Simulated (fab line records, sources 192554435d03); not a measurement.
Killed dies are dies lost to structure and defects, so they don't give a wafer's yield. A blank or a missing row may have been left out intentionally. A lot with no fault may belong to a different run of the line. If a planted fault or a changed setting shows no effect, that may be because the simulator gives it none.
Which tool did it? / flow n5Finfet / 10 lots, 30 wafers sampled, at 5 steps of a route of 1938

## WHAT THE GAUGES SHOWED, per wafer
N5_ILD0_THK_MEAS_04. Usual: thkNm at 197.7 nm, with a standard deviation of 1.1.
lot=L608; measured=day 3 15:19; on=filmMetro-02; thkNm (nm)=199.3 197.8 198.1; flag=
lot=L609; measured=day 3 21:13; on=filmMetro-02; thkNm (nm)=200.1 198.6 198.8; flag=
lot=L610; measured=day 4 01:09; on=filmMetro-01; thkNm (nm)=198.2 198.4 199.9; flag=
lot=L611; measured=day 4 07:10; on=filmMetro-01; thkNm (nm)=199.2 198.7 199.2; flag=
lot=L617; measured=day 5 19:32; on=filmMetro-01; thkNm (nm)=198.6 198.3 196.7; flag=
lot=L622; measured=day 7 02:17; on=filmMetro-02; thkNm (nm)=196.5 196.4 196.0; flag=
lot=L623; measured=day 7 09:03; on=filmMetro-02; thkNm (nm)=197.1 197.0 196.9; flag=
lot=L625; measured=day 7 21:11; on=filmMetro-02; thkNm (nm)=198.0 198.2 199.0; flag=
lot=L626; measured=day 8 02:56; on=filmMetro-02; thkNm (nm)=199.0 197.1 197.0; flag=
lot=L629; measured=day 8 21:56; on=filmMetro-01; thkNm (nm)=199.4 198.0 199.7; flag=

N5_BEOL_M4_RC_MEAS_101. Usual: DIBL_N 36.0 mV/V, standard deviation 2.5; DIBL_P 36.7 mV/V, standard deviation 3; IOFF_N 0.16 nA/um, standard deviation 0.043; IOFF_P 0.21 nA/um, standard deviation 0.049; ION_N 673 uA/um, standard deviation 15; ION_P 461 uA/um, standard deviation 9.8; SS_N 71.5 mV/dec, standard deviation 0.83; SS_P 73.4 mV/dec, standard deviation 0.83; VT_N 250 mV, standard deviation 4; VT_P -251 mV, standard deviation 4.
lot=L608; measured=day 7 17:22; on=prober-01; DIBL_N (mV/V)=32.1 33.0 31.8; DIBL_P (mV/V)=33.7 33.8 33.3; IOFF_N (nA/um)=0.12 0.14 0.12; IOFF_P (nA/um)=0.18 0.18 0.17; ION_N (uA/um)=657 671 663; ION_P (uA/um)=456 459 459; SS_N (mV/dec)=70.5 71.7 70.7; SS_P (mV/dec)=72.6 72.8 72.1; VT_N (mV)=254 254 252; VT_P (mV)=-254 -254 -250; flag=
lot=L609; measured=day 7 16:49; on=prober-02; DIBL_N (mV/V)=41.7 36.4 36.7; DIBL_P (mV/V)=41.5 34.4 34.5; IOFF_N (nA/um)=0.27 0.14 0.15; IOFF_P (nA/um)=0.30 0.17 0.18; ION_N (uA/um)=687 663 664; ION_P (uA/um)=465 449 449; SS_N (mV/dec)=73.2 71.2 71.7; SS_P (mV/dec)=75.1 73.3 74.0; VT_N (mV)=244 255 255; VT_P (mV)=-247 -257 -255; flag=
lot=L610; measured=day 8 12:34; on=prober-02; DIBL_N (mV/V)=36.6 38.3 34.3; DIBL_P (mV/V)=37.3 38.7 34.4; IOFF_N (nA/um)=0.18 0.20 0.13; IOFF_P (nA/um)=0.19 0.22 0.16; ION_N (uA/um)=697 686 676; ION_P (uA/um)=468 459 463; SS_N (mV/dec)=71.9 72.2 70.9; SS_P (mV/dec)=74.1 74.5 73.0; VT_N (mV)=248 247 254; VT_P (mV)=-254 -251 -255; flag=
lot=L611; measured=day 8 17:45; on=prober-02; DIBL_N (mV/V)=40.0 35.5 40.0; DIBL_P (mV/V)=40.1 35.4 41.3; IOFF_N (nA/um)=0.22 0.14 0.24; IOFF_P (nA/um)=0.28 0.20 0.32; ION_N (uA/um)=691 664 700; ION_P (uA/um)=467 455 482; SS_N (mV/dec)=72.0 71.4 72.0; SS_P (mV/dec)=73.9 73.4 73.7; VT_N (mV)=243 251 242; VT_P (mV)=-243 -251 -243; flag=
lot=L617; measured=day 10 02:14; on=prober-01; DIBL_N (mV/V)=39.2 35.1 33.3; DIBL_P (mV/V)=43.4 35.1 35.7; IOFF_N (nA/um)=0.28 0.17 0.13; IOFF_P (nA/um)=0.32 0.18 0.17; ION_N (uA/um)=689 666 677; ION_P (uA/um)=470 456 463; SS_N (mV/dec)=72.0 71.2 69.9; SS_P (mV/dec)=75.1 73.2 72.6; VT_N (mV)=242 249 251; VT_P (mV)=-244 -254 -254; flag=
lot=L622; measured=day 11 03:30; on=prober-01; DIBL_N (mV/V)=41.8 34.5 35.7; DIBL_P (mV/V)=41.4 32.9 33.3; IOFF_N (nA/um)=0.27 0.13 0.13; IOFF_P (nA/um)=0.32 0.18 0.18; ION_N (uA/um)=684 668 650; ION_P (uA/um)=462 462 447; SS_N (mV/dec)=73.2 70.4 71.9; SS_P (mV/dec)=74.9 72.5 73.4; VT_N (mV)=247 251 256; VT_P (mV)=-244 -251 -251; flag=
lot=L623; measured=day 12 02:37; on=prober-01; DIBL_N (mV/V)=34.7 38.4 35.1; DIBL_P (mV/V)=34.9 39.5 35.9; IOFF_N (nA/um)=0.14 0.21 0.15; IOFF_P (nA/um)=0.19 0.27 0.21; ION_N (uA/um)=677 684 670; ION_P (uA/um)=466 469 459; SS_N (mV/dec)=70.6 72.1 71.5; SS_P (mV/dec)=73.5 74.4 72.9; VT_N (mV)=251 246 252; VT_P (mV)=-250 -248 -253; flag=
lot=L625; measured=day 12 12:56; on=prober-02; DIBL_N (mV/V)=34.9 37.1 37.5; DIBL_P (mV/V)=36.0 38.8 39.1; IOFF_N (nA/um)=0.14 0.17 0.19; IOFF_P (nA/um)=0.22 0.26 0.27; ION_N (uA/um)=666 672 694; ION_P (uA/um)=462 469 484; SS_N (mV/dec)=70.3 71.8 71.2; SS_P (mV/dec)=73.1 73.2 73.4; VT_N (mV)=251 248 246; VT_P (mV)=-247 -246 -244; flag=
lot=L626; measured=day 13 08:08; on=prober-02; DIBL_N (mV/V)=34.8 31.6 27.6; DIBL_P (mV/V)=37.1 33.3 28.4; IOFF_N (nA/um)=0.16 0.11 0.07; IOFF_P (nA/um)=0.19 0.14 0.11; ION_N (uA/um)=679 664 649; ION_P (uA/um)=462 454 455; SS_N (mV/dec)=71.5 70.2 69.4; SS_P (mV/dec)=73.4 72.8 71.7; VT_N (mV)=248 258 258; VT_P (mV)=-252 -256 -257; flag=
lot=L629; measured=day 13 17:27; on=prober-01; DIBL_N (mV/V)=36.2 35.2 38.7; DIBL_P (mV/V)=37.5 35.9 40.4; IOFF_N (nA/um)=0.17 0.15 0.22; IOFF_P (nA/um)=0.23 0.21 0.29; ION_N (uA/um)=690 686 685; ION_P (uA/um)=470 475 466; SS_N (mV/dec)=71.2 71.5 72.0; SS_P (mV/dec)=73.6 72.8 74.1; VT_N (mV)=246 250 244; VT_P (mV)=-248 -248 -246; flag=

## EACH LOT AND THE TOOL THAT RAN IT (in order: tool; ch and the chambers of the sampled wafers; start)
lot=L608; N5_SD_ACTIVATION_LSA_01=laserAnneal-01 ch 0, day 3 12:04; N5_ILD0_ALD_15=aldSin-04 ch 0,1,2, day 3 16:21; N5_ILD0_CMP_12=cmp-02 ch 0,1,3, day 3 18:40
lot=L609; N5_SD_ACTIVATION_LSA_01=laserAnneal-02 ch 0, day 3 18:00; N5_ILD0_ALD_15=aldSin-04 ch 0,2,3, day 3 22:16; N5_ILD0_CMP_12=cmp-02 ch 0,1, day 4 00:28
lot=L610; N5_SD_ACTIVATION_LSA_01=laserAnneal-01 ch 0, day 3 21:49; N5_ILD0_ALD_15=aldSin-04 ch 0,1,2, day 4 02:11; N5_ILD0_CMP_12=cmp-04 ch 1,2,3, day 4 04:28
lot=L611; N5_SD_ACTIVATION_LSA_01=laserAnneal-02 ch 0, day 4 03:45; N5_ILD0_ALD_15=aldSin-03 ch 1,2,3, day 4 08:13; N5_ILD0_CMP_12=cmp-01 ch 0,1,2, day 4 10:28
lot=L617; N5_SD_ACTIVATION_LSA_01=laserAnneal-02 ch 0, day 5 16:20; N5_ILD0_ALD_15=aldSin-04 ch 0,2,3, day 5 20:34; N5_ILD0_CMP_12=cmp-04 ch 1,2,3, day 5 22:51
lot=L622; N5_SD_ACTIVATION_LSA_01=laserAnneal-02 ch 0, day 6 23:06; N5_ILD0_ALD_15=aldSin-04 ch 0,2,3, day 7 03:23; N5_ILD0_CMP_12=cmp-02 ch 0,1,3, day 7 05:40
lot=L623; N5_SD_ACTIVATION_LSA_01=laserAnneal-01 ch 0, day 7 05:33; N5_ILD0_ALD_15=aldSin-03 ch 0,2,3, day 7 10:53; N5_ILD0_CMP_12=cmp-02 ch 0,1, day 7 13:07
lot=L625; N5_SD_ACTIVATION_LSA_01=laserAnneal-01 ch 0, day 7 17:58; N5_ILD0_ALD_15=aldSin-03 ch 0,1, day 7 22:14; N5_ILD0_CMP_12=cmp-04 ch 1,2,3, day 8 00:34
lot=L626; N5_SD_ACTIVATION_LSA_01=laserAnneal-02 ch 0, day 7 23:17; N5_ILD0_ALD_15=aldSin-04 ch 0,1,2, day 8 03:58; N5_ILD0_CMP_12=cmp-01 ch 0,2,3, day 8 06:10
lot=L629; N5_SD_ACTIVATION_LSA_01=laserAnneal-01 ch 0, day 8 18:44; N5_ILD0_ALD_15=aldSin-01 ch 1,2,3, day 8 23:06; N5_ILD0_CMP_12=cmp-01 ch 2,3, day 9 01:20
- N5_SD_ACTIVATION_LSA_01: time 0.0008 s.
- N5_ILD0_ALD_15: deposits SiNx, target thk 24 nm, pulse time 1 s, ald cycles 480.
- N5_ILD0_CMP_12: polishes SiNx, stops on poly-Si, t overpolish 6 s, target thk 17.67 nm.

## AS READ BY THE TOOLS THEMSELVES (means over the sampled wafers that have a number; for cases with no such wafer, the mark the record gives instead)
N5_SD_ACTIVATION_LSA_01. Usual: wafer_temp_C_max at 1084.4, with a standard deviation of 0.88.
lot=L608 tool=laserAnneal-01 wafer_temp_C_max=1083.7 flag=
lot=L609 tool=laserAnneal-02 wafer_temp_C_max=1083.3 flag=
lot=L610 tool=laserAnneal-01 wafer_temp_C_max=1083.7 flag=
lot=L611 tool=laserAnneal-02 wafer_temp_C_max=1084.0 flag=
lot=L617 tool=laserAnneal-02 wafer_temp_C_max=1084.1 flag=
lot=L622 tool=laserAnneal-02 wafer_temp_C_max=1083.8 flag=
lot=L623 tool=laserAnneal-01 wafer_temp_C_max=1085.5 flag=
lot=L625 tool=laserAnneal-01 wafer_temp_C_max=1084.6 flag=
lot=L626 tool=laserAnneal-02 wafer_temp_C_max=1083.8 flag=
lot=L629 tool=laserAnneal-01 wafer_temp_C_max=1084.8 flag=

N5_ILD0_ALD_15. Usual: heaterPowerW 863 W, standard deviation 110; precursorPulseHeightRel 1.001, standard deviation 0.02.
lot=L608; tool=aldSin-04; heaterPowerW (W)=927; precursorPulseHeightRel=1.004; flag=
lot=L609; tool=aldSin-04; heaterPowerW (W)=889; precursorPulseHeightRel=1.005; flag=
lot=L610; tool=aldSin-04; heaterPowerW (W)=940; precursorPulseHeightRel=0.997; flag=
lot=L611; tool=aldSin-03; heaterPowerW (W)=813; precursorPulseHeightRel=0.991; flag=
lot=L617; tool=aldSin-04; heaterPowerW (W)=878; precursorPulseHeightRel=0.989; flag=
lot=L622; tool=aldSin-04; heaterPowerW (W)=886; precursorPulseHeightRel=1.021; flag=
lot=L623; tool=aldSin-03; heaterPowerW (W)=873; precursorPulseHeightRel=0.989; flag=
lot=L625; tool=aldSin-03; heaterPowerW (W)=808; precursorPulseHeightRel=1.003; flag=
lot=L626; tool=aldSin-04; heaterPowerW (W)=932; precursorPulseHeightRel=1.018; flag=
lot=L629; tool=aldSin-01; heaterPowerW (W)=821; precursorPulseHeightRel=1.001; flag=

N5_ILD0_CMP_12. Usual: motorCurrentA 9.3 A, standard deviation 0.93; overpolishRunS 6.000 s, standard deviation 0.0091; platenRpm 51.80 rpm, standard deviation 0.037; slurryFilterDpKPa 13.48 kPa, standard deviation 0.13; timeToEndpointS 30.8 s, standard deviation 2.8.
lot=L608; tool=cmp-02; motorCurrentA (A)=10.1; overpolishRunS (s)=5.988; platenRpm (rpm)=51.82; slurryFilterDpKPa (kPa)=13.39; timeToEndpointS (s)=31.2; flag=
lot=L609; tool=cmp-02; motorCurrentA (A)=9.7; overpolishRunS (s)=6.012; platenRpm (rpm)=51.78; slurryFilterDpKPa (kPa)=13.44; timeToEndpointS (s)=31.2; flag=
lot=L610; tool=cmp-04; motorCurrentA (A)=9.0; overpolishRunS (s)=6.002; platenRpm (rpm)=51.83; slurryFilterDpKPa (kPa)=13.40; timeToEndpointS (s)=30.1; flag=
lot=L611; tool=cmp-01; motorCurrentA (A)=8.1; overpolishRunS (s)=5.999; platenRpm (rpm)=51.82; slurryFilterDpKPa (kPa)=13.38; timeToEndpointS (s)=29.8; flag=
lot=L617; tool=cmp-04; motorCurrentA (A)=8.9; overpolishRunS (s)=6.000; platenRpm (rpm)=51.79; slurryFilterDpKPa (kPa)=13.45; timeToEndpointS (s)=30.3; flag=
lot=L622; tool=cmp-02; motorCurrentA (A)=10.4; overpolishRunS (s)=6.005; platenRpm (rpm)=51.78; slurryFilterDpKPa (kPa)=13.42; timeToEndpointS (s)=41.2; flag=OFF
lot=L623; tool=cmp-02; motorCurrentA (A)=10.1; overpolishRunS (s)=6.007; platenRpm (rpm)=51.79; slurryFilterDpKPa (kPa)=13.51; timeToEndpointS (s)=39.7; flag=OFF
lot=L625; tool=cmp-04; motorCurrentA (A)=9.1; overpolishRunS (s)=6.005; platenRpm (rpm)=51.80; slurryFilterDpKPa (kPa)=13.61; timeToEndpointS (s)=29.4; flag=
lot=L626; tool=cmp-01; motorCurrentA (A)=8.3; overpolishRunS (s)=6.001; platenRpm (rpm)=51.79; slurryFilterDpKPa (kPa)=13.48; timeToEndpointS (s)=27.2; flag=
lot=L629; tool=cmp-01; motorCurrentA (A)=8.0; overpolishRunS (s)=6.011; platenRpm (rpm)=51.77; slurryFilterDpKPa (kPa)=13.50; timeToEndpointS (s)=30.9; flag=

## THE ANSWER, worked out from the rows above alone
Rule: a lot is off if the mean of its wafers that have a number lies more than 3 standard deviations from the usual mean. A lot without any number at a reading at which 4 lots or more have one is off too. All remaining lots with rows at the step are treated as sound. The gauges are gone through in route order, then the tools' own readings, and for those a lot's mean is taken as printed above. The first step at which some lot is off is used, and at that step the reading that is off furthest; a lot without a number counts as furthest.
Off at N5_ILD0_CMP_12 (timeToEndpointS): L622, L623.
If a tool, at that step or one of the process steps before it, ran each lot that is off and ran no sound lot following the first of them, it fits. One fits: cmp-02 at N5_ILD0_CMP_12. A fault onset in the window from L609 (day 4 00:28, its last sound lot) to L622 (day 7 05:40, its first lot off) fits.
The tool's own readings at N5_ILD0_CMP_12 bear it out: on the lots that are off they differ by more than 5 times the standard deviation of the sound lots' means. timeToEndpointS reads 40.5 s there against 30.0 s on the sound lots.

## WHAT THE SIMULATOR HAD PUT IN
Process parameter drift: cmp-02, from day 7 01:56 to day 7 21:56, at N5_ILD0_CMP_12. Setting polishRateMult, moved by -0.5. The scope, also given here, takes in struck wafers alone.
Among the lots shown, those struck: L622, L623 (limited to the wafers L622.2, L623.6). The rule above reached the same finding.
